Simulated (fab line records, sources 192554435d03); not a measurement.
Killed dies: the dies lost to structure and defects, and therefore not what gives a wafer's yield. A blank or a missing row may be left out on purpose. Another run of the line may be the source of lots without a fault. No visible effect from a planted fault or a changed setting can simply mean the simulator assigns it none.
Matching of chambers || flow n5_finfet || 4 sister chambers for N5_DUMMY_GATE_DESCUM_20 on rie_diel-05
The step chemistry O2, time 6.2 s. 18 wafers are shown with their chamber, then 9 later ones without.

WAFERS PAIRED WITH THEIR CHAMBERS
{"wafer": "L075.2", "chamber": 2, "drypump_motor_current_A (A)": 4.8, "showerhead_plenum_p_Torr (Torr)": 2.14, "throttle_valve_pct (%)": 20.19}
{"wafer": "L075.4", "chamber": 2, "drypump_motor_current_A (A)": 4.8, "showerhead_plenum_p_Torr (Torr)": 2.14, "throttle_valve_pct (%)": 20.18}
{"wafer": "L075.6", "chamber": 3, "drypump_motor_current_A (A)": 6.1, "showerhead_plenum_p_Torr (Torr)": 2.13, "throttle_valve_pct (%)": 20.35}
{"wafer": "L077.1", "chamber": 0, "drypump_motor_current_A (A)": 5.6, "showerhead_plenum_p_Torr (Torr)": 2.09, "throttle_valve_pct (%)": 20.57}
{"wafer": "L077.3", "chamber": 2, "drypump_motor_current_A (A)": 4.8, "showerhead_plenum_p_Torr (Torr)": 2.14, "throttle_valve_pct (%)": 20.18}
{"wafer": "L077.5", "chamber": 3, "drypump_motor_current_A (A)": 6.1, "showerhead_plenum_p_Torr (Torr)": 2.12, "throttle_valve_pct (%)": 20.40}
{"wafer": "L078.2", "chamber": 1, "drypump_motor_current_A (A)": 6.5, "showerhead_plenum_p_Torr (Torr)": 2.06, "throttle_valve_pct (%)": 20.54}
{"wafer": "L078.4", "chamber": 2, "drypump_motor_current_A (A)": 4.8, "showerhead_plenum_p_Torr (Torr)": 2.14, "throttle_valve_pct (%)": 20.19}
{"wafer": "L078.5", "chamber": 3, "drypump_motor_current_A (A)": 6.1, "showerhead_plenum_p_Torr (Torr)": 2.12, "throttle_valve_pct (%)": 20.38}
{"wafer": "L079.1", "chamber": 2, "drypump_motor_current_A (A)": 4.8, "showerhead_plenum_p_Torr (Torr)": 2.14, "throttle_valve_pct (%)": 20.18}
{"wafer": "L079.2", "chamber": 1, "drypump_motor_current_A (A)": 6.5, "showerhead_plenum_p_Torr (Torr)": 2.06, "throttle_valve_pct (%)": 20.51}
{"wafer": "L079.6", "chamber": 2, "drypump_motor_current_A (A)": 4.8, "showerhead_plenum_p_Torr (Torr)": 2.14, "throttle_valve_pct (%)": 20.19}
{"wafer": "L087.3", "chamber": 0, "drypump_motor_current_A (A)": 5.6, "showerhead_plenum_p_Torr (Torr)": 2.09, "throttle_valve_pct (%)": 20.61}
{"wafer": "L087.5", "chamber": 1, "drypump_motor_current_A (A)": 6.5, "showerhead_plenum_p_Torr (Torr)": 2.06, "throttle_valve_pct (%)": 20.55}
{"wafer": "L087.6", "chamber": 0, "drypump_motor_current_A (A)": 5.6, "showerhead_plenum_p_Torr (Torr)": 2.09, "throttle_valve_pct (%)": 20.61}
{"wafer": "L088.1", "chamber": 3, "drypump_motor_current_A (A)": 6.1, "showerhead_plenum_p_Torr (Torr)": 2.12, "throttle_valve_pct (%)": 20.41}
{"wafer": "L088.2", "chamber": 2, "drypump_motor_current_A (A)": 4.9, "showerhead_plenum_p_Torr (Torr)": 2.13, "throttle_valve_pct (%)": 20.21}
{"wafer": "L088.5", "chamber": 0, "drypump_motor_current_A (A)": 5.6, "showerhead_plenum_p_Torr (Torr)": 2.09, "throttle_valve_pct (%)": 20.61}

SIGNATURES (averages over the wafers above)
{"reading": "drypump_motor_current_A", "chamber 0": 5.600, "chamber 1": 6.500, "chamber 2": 4.814, "chamber 3": 6.100, "scatter within a chamber": 0.0247}
{"reading": "showerhead_plenum_p_Torr", "chamber 0": 2.0900, "chamber 1": 2.0600, "chamber 2": 2.1386, "chamber 3": 2.1225, "scatter within a chamber": 0.00339}
{"reading": "throttle_valve_pct", "chamber 0": 20.6000, "chamber 1": 20.5333, "chamber 2": 20.1886, "chamber 3": 20.3850, "scatter within a chamber": 0.0186}
Rule: a wafer's distance from a chamber is the root of the sum, over the readings, of the square of ((its reading less the chamber's mean) divided by the reading's scatter). If the next closest chamber is less than 2 further off than the closest, the wafer can't be placed; otherwise it belongs to the closest. The scatter: the root of (the sum of the squares of (reading less its chamber's mean) over the shown wafers, divided by (wafers less chambers)).

WAFERS MISSING THEIR CHAMBER
{"wafer": "L094.1", "drypump_motor_current_A (A)": 6.1, "showerhead_plenum_p_Torr (Torr)": 2.11, "throttle_valve_pct (%)": 20.41}
{"wafer": "L094.5", "drypump_motor_current_A (A)": 5.6, "showerhead_plenum_p_Torr (Torr)": 2.08, "throttle_valve_pct (%)": 20.60}
{"wafer": "L094.6", "drypump_motor_current_A (A)": 4.8, "showerhead_plenum_p_Torr (Torr)": 2.13, "throttle_valve_pct (%)": 20.21}
{"wafer": "L095.2", "drypump_motor_current_A (A)": 6.1, "showerhead_plenum_p_Torr (Torr)": 2.11, "throttle_valve_pct (%)": 20.43}
{"wafer": "L095.3", "drypump_motor_current_A (A)": 4.8, "showerhead_plenum_p_Torr (Torr)": 2.13, "throttle_valve_pct (%)": 20.25}
{"wafer": "L095.5", "drypump_motor_current_A (A)": 6.1, "showerhead_plenum_p_Torr (Torr)": 2.11, "throttle_valve_pct (%)": 20.43}
{"wafer": "L096.1", "drypump_motor_current_A (A)": 5.6, "showerhead_plenum_p_Torr (Torr)": 2.08, "throttle_valve_pct (%)": 20.62}
{"wafer": "L096.3", "drypump_motor_current_A (A)": 4.9, "showerhead_plenum_p_Torr (Torr)": 2.13, "throttle_valve_pct (%)": 20.23}
{"wafer": "L096.5", "drypump_motor_current_A (A)": 4.9, "showerhead_plenum_p_Torr (Torr)": 2.13, "throttle_valve_pct (%)": 20.23}

WHICH CHAMBER EACH ONE RAN IN
{"wafer": "L094.1", "from the rows above": 3, "in truth": 3}
{"wafer": "L094.5", "from the rows above": 0, "in truth": 0}
{"wafer": "L094.6", "from the rows above": 2, "in truth": 2}
{"wafer": "L095.2", "from the rows above": 3, "in truth": 3}
{"wafer": "L095.3", "from the rows above": 2, "in truth": 2}
{"wafer": "L095.5", "from the rows above": 3, "in truth": 3}
{"wafer": "L096.1", "from the rows above": 0, "in truth": 0}
{"wafer": "L096.3", "from the rows above": 2, "in truth": 2}
{"wafer": "L096.5", "from the rows above": 2, "in truth": 2}
Correctly placed: 9 of 9. Can't be placed from these rows: 0. 0 placed wrongly.
